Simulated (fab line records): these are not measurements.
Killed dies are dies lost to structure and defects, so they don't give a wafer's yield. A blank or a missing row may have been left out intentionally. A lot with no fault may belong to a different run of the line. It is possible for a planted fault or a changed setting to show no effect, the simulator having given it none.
Which of the tools did it? | flow nand-harc | Sampling: 14 lots, 42 wafers, 4 of 1302 route steps

== WHAT EACH GAUGE READ, for each wafer ==
NHARC_A_ONON_D1_THK_MEAS_08: measures by ellipsometry.
lot  | measured     | on            | thk-nm (nm)
L886 | day 8 12:56  | film-metro-02 | 992 992 994
L887 | day 8 23:37  | film-metro-02 | 1003 1002 1001
L888 | day 9 10:47  | film-metro-02 | 1015 1016 1013
L892 | day 10 21:11 | film-metro-02 | 997 996 996
L894 | day 11 21:12 | film-metro-01 | 1000 1001 1001
L899 | day 14 01:49 | film-metro-01 | 983 983 984
L900 | day 14 09:25 | film-metro-02 | 1000 1001 1001
L901 | day 15 04:56 | film-metro-01 | 1008 1010 1008
L903 | day 15 12:17 | film-metro-01 | 993 993 991
L904 | day 15 20:24 | film-metro-02 | 1006 1006 1005
L906 | day 16 17:30 | film-metro-01 | 992 995 994
L905 | day 16 17:17 | film-metro-01 | 992 994 994
L907 | day 16 17:38 | film-metro-01 | 1013 1012 1013
L908 | day 17 09:00 | film-metro-01 | 999 998 999

NHARC_A_ONON_D1_THK_MEAS_11: measures by ellipsometry.
lot  | measured     | on            | thk-nm (nm)
L886 | day 8 13:30  | film-metro-01 | 993 993 994
L887 | day 9 00:10  | film-metro-01 | 1009 1011 1008
L888 | day 9 11:22  | film-metro-02 | 1011 1012 1012
L892 | day 10 21:45 | film-metro-01 | 1444 1445 1446 1443 1445 1444
L894 | day 11 21:46 | film-metro-02 | 1434 1435 1434 1435 1434 1435
L899 | day 14 02:24 | film-metro-02 | 999 997 1000
L900 | day 14 09:59 | film-metro-02 | 1002 1002 1005
L901 | day 15 05:31 | film-metro-01 | 991 992 991
L903 | day 15 12:52 | film-metro-02 | 1023 1021 1021
L904 | day 15 20:58 | film-metro-02 | 989 988 986
L906 | day 16 18:04 | film-metro-01 | 999 1000 1001
L905 | day 16 17:51 | film-metro-01 | 1008 1008 1009
L907 | day 16 18:13 | film-metro-01 | 976 977 976
L908 | day 17 09:34 | film-metro-02 | 1010 1009 1010

== TOOL THAT RAN EACH LOT (tool first, then ch and the chambers of the sampled wafers, then the start) ==
lot  | NHARC_A_ZERO_WELL_DESCUM_12        | NHARC_A_ONON_D1_DEP_09
L886 | rie-diel-13 ch 1,2, day 7 10:17    | pecvd-onon-03 ch 0, day 8 13:04
L887 | rie-diel-04 ch 0,1,2, day 7 23:29  | pecvd-onon-03 ch 0, day 8 23:43
L888 | rie-diel-13 ch 1,2,3, day 8 07:00  | pecvd-onon-01 ch 0, day 9 10:55
L892 | rie-diel-13 ch 1,2,3, day 9 22:09  | pecvd-onon-01 ch 0, day 10 21:18
L894 | rie-diel-13 ch 0,2, day 10 21:17   | pecvd-onon-01 ch 0, day 11 21:19
L899 | rie-diel-13 ch 0,1,3, day 13 02:56 | pecvd-onon-02 ch 0, day 14 01:52
L900 | rie-diel-04 ch 0,2, day 13 08:55   | pecvd-onon-03 ch 0, day 14 09:28
L901 | rie-diel-13 ch 0,1,2, day 14 05:41 | pecvd-onon-01 ch 0, day 15 05:04
L903 | rie-diel-13 ch 0,1,3, day 14 12:47 | pecvd-onon-02 ch 0, day 15 12:31
L904 | rie-diel-13 ch 1,2,3, day 14 20:43 | pecvd-onon-01 ch 0, day 15 20:31
L906 | rie-diel-13 ch 0,1, day 15 18:21   | pecvd-onon-03 ch 0, day 16 17:40
L905 | rie-diel-13 ch 0,1,3, day 15 18:37 | pecvd-onon-01 ch 0, day 16 17:20
L907 | rie-diel-02 ch 0,2,3, day 15 20:17 | pecvd-onon-01 ch 0, day 16 17:46
L908 | rie-diel-04 ch 0,3, day 16 08:58   | pecvd-onon-01 ch 0, day 17 09:03
- NHARC_A_ZERO_WELL_DESCUM_12: chemistry O2, time 3 s.
- NHARC_A_ONON_D1_DEP_09: target thk 1000 nm.

== AS READ BY THE TOOLS THEMSELVES (means over the sampled wafers that have a number; for cases with no such wafer, the mark the record gives instead) ==
NHARC_A_ZERO_WELL_DESCUM_12.
lot  | tool        | drypump-motor-current-A (A) | oes-product-au (a.u.) | rf-vpp-V (V) | showerhead-plenum-p-Torr (Torr) | throttle-valve-pct (%)
L886 | rie-diel-13 | 6.1                         | 1.014                 | 58.1         | 1.87                            | 11.312
L887 | rie-diel-04 | 6.0                         | 0.998                 | 57.8         | 1.95                            | 11.307
L888 | rie-diel-13 | 5.9                         | 0.996                 | 57.6         | 1.83                            | 11.305
L892 | rie-diel-13 | 5.9                         | 0.999                 | 58.8         | 1.83                            | 11.316
L894 | rie-diel-13 | 6.5                         | 1.009                 | 56.9         | 1.89                            | 11.315
L899 | rie-diel-13 | 5.7                         | 0.999                 | 57.5         | 1.81                            | 11.302
L900 | rie-diel-04 | 5.8                         | 1.003                 | 58.2         | 1.95                            | 11.314
L901 | rie-diel-13 | 5.9                         | 1.002                 | 57.5         | 1.85                            | 11.320
L903 | rie-diel-13 | 5.7                         | 0.986                 | 57.1         | 1.81                            | 11.309
L904 | rie-diel-13 | 5.9                         | 0.996                 | 58.0         | 1.83                            | 11.305
L906 | rie-diel-13 | 5.4                         | 0.999                 | 57.6         | 1.81                            | 11.307
L905 | rie-diel-13 | 5.7                         | 0.995                 | 57.7         | 1.81                            | 11.302
L907 | rie-diel-02 | 5.6                         | 0.998                 | 57.6         | 1.90                            | 11.304
L908 | rie-diel-04 | 5.2                         | 0.994                 | 57.5         | 1.83                            | 11.306

== THE ANSWER, worked out from the rows above alone ==
Rule: the usual values come from the lots themselves. Put in order of their means at a reading, lots are off if they are a third of the lots or fewer, leave a main group of 4 or more, and stand apart from it by a gap of 3 or more times the standard deviation of the main group's means; of several such gaps the widest counts. A main group whose means are all the same, to the digits that the tables above print for the reading, isn't used. A lot without any number at a reading at which 4 lots or more have one is off too. Any other lot the step has rows for is counted as sound. The gauges are gone through in route order, then the tools' own readings, and for those a lot's mean is taken as printed above. The first step at which some lot is off is used, and at that step the reading that is off furthest; a lot without a number counts as furthest.
Off, at NHARC_A_ONON_D1_THK_MEAS_11 on thk-nm: L892, L894. Main group: mean 1001 nm, sd 12.
A tool fits if, at a process step before that reading, it ran every lot that is off, and no sound lot after the first of them. Gauges at NHARC_A_ONON_D1_THK_MEAS_11: tried the same way as those tools. Not one of the candidates tried fits.

== WHAT HAD BEEN PUT IN BY THE SIMULATOR ==
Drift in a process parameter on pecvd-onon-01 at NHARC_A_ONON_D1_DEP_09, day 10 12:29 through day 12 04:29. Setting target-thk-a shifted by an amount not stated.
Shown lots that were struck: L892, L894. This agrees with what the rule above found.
